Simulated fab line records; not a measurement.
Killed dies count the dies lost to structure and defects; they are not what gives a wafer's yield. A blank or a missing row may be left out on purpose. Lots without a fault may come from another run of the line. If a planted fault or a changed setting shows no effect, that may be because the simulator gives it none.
A lot that was struck, set against a sound lot :: flow nand_harc :: 17 out of 1302 route steps
Sound: these wafers, L542.1, L542.2, L542.3. Wafers struck: L549.1, L549.4, L549.5. Last of all comes the cause.
At each step with rows: each side's tool, then ch and its chambers, then its first start. Under that, the readings that differ: sound wafers :: struck wafers :: difference of the means :: sigmas: that difference in standard deviations of wafers without a fault.
alike: readings whose means differ by less than 2 such deviations, and words and numbers that are the same on both sides. not compared: withheld readings, readings that some wafer has no value for, bounds like >300 that may hide the same value, and numbers for which the record gives no deviation and whose values overlap.
The two part at a step that has a row with sigmas, a row that says differs or no value, or rows on one side only. Numbers that don't overlap but have no deviation are shown without sigmas and don't part them. Lack of a reading on every wafer of one side parts them only where that side has two or more wafers.

first, 1 step without rows for these wafers: NHARC_P_M2_ETCH_35 (etches the open film in N2/H2, target depth 40 nm, overetch 12 nm, time 43.94 s).
NHARC_P_M2_ETCH_15: etches the open film in C4F8/Ar, target depth 182.5 nm, time 91.2 s.
  sound on rie_diel-01 ch 1,2,3; struck on rie_diel-06 ch 0,3
  alike: bias_w, oes_product_au, rf_vpp_V
  not compared: rf_hours_counter_h
NHARC_P_M2_CD_MEAS_16:
  sound: cd_sem-02 at day 7 15:34; struck: cd_sem-03 at day 10 20:44
  alike: cd_nm
NHARC_P_M2_STRIP_18: strips in N2/H2.
  sound on rie_diel-06 ch 0,1,3, day 7 15:38; struck on rie_diel-01 ch 1,2,3, day 10 20:51
  alike: drypump_motor_current_A, h2_flow_sccm, oes_product_au, rf_vpp_V, showerhead_plenum_p_Torr, throttle_valve_pct
  not compared: rf_hours_counter_h
NHARC_P_M2_ETCH_28: etches the open film in CF4/N2, target depth 30 nm, time 72.99 s.
  sound on rie_diel-06 ch 0,1,3; struck on rie_diel-01 ch 0,3
  alike: bias_w, drypump_motor_current_A, oes_product_au, rf_vpp_V, showerhead_plenum_p_Torr, throttle_valve_pct
  not compared: rf_hours_counter_h
then, 1 step without rows for these wafers: NHARC_P_M2_STRIP_19 (strips in post etch residue remover, time 600 s).
NHARC_P_M2_DEGAS_29: time 60 s.
  sound: pvd_sputter-03 at day 7 16:16; struck: pvd_sputter-01 at day 10 21:51
  alike: heater_power_w
NHARC_P_M2_PRE_CLEAN_30: time 30 s.
  sound on pvd_sputter-03; struck on pvd_sputter-01
  alike: heater_power_w
then, 4 steps without rows for these wafers: NHARC_P_M2_PVD_20 (deposits TaN, target thk 5 nm, time 8.06 s); NHARC_P_M2_PVD_21 (deposits Cu, target thk 30 nm, time 20.49 s); NHARC_P_M2_ECD_22 (material Cu, target thk 400 nm); NHARC_P_M2_ANNEAL_31 (time 90 s).
NHARC_P_M2_CMP_23: polishes, t overpolish 20 s, target thk 144.3 nm.
  sound on cmp-01 ch 0,1,2, day 7 17:21; struck on cmp-04 ch 0,1, day 10 22:58
reading: time_to_endpoint_s (s)
sound: 30.2 29.6 29.9
struck: 37.0 37.6 37.6
difference: +7.5
sigmas: +3
  alike: motor_current_A
next, for these wafers, 1 step has no rows: NHARC_P_M2_SRD_25.
NHARC_P_M2_INSPECT_27:
  sound: defect_inspect-01 at day 7 17:50; struck: defect_inspect-02 at day 10 23:25
reading: raw_defect_count
sound: 381 490 527
struck: 4719 4642 4759
difference: +4241
sigmas: +35
then, 1 step without rows for these wafers: NHARC_P_M2_PRE_CLEAN_32 (time 12 s).
-- jump in the record: it breaks off in module P_M2 and resumes in module END (first step shown: number 1302 of the route), and 18 days separate the struck wafers' starts before and after --
NHARC_END_SORT_01:
  sound on prober-01 ch 0, day 25 11:47; struck on prober-01 ch 0, day 28 21:07
reading: defect_limited_yield (%)
sound: 91.3 91.7 91.0
struck: 0 0 0
difference: -91
sigmas: -35

reading: killed_at_periphery
sound: 5 8 8
struck: 609 612 622
difference: +607
sigmas: +99 or more

reading: killed_dies
sound: 59 56 61
struck: 677 677 677
difference: +618
sigmas: +34
  alike: killed_at_array, killed_at_other, killed_open, killed_short

WHERE THEY PART
Earliest at NHARC_P_M2_CMP_23; latest, in this record, at NHARC_END_SORT_01.

WHY: what the simulator had put in
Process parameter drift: cmp-04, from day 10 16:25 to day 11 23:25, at NHARC_P_M2_CMP_23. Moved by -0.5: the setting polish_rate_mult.
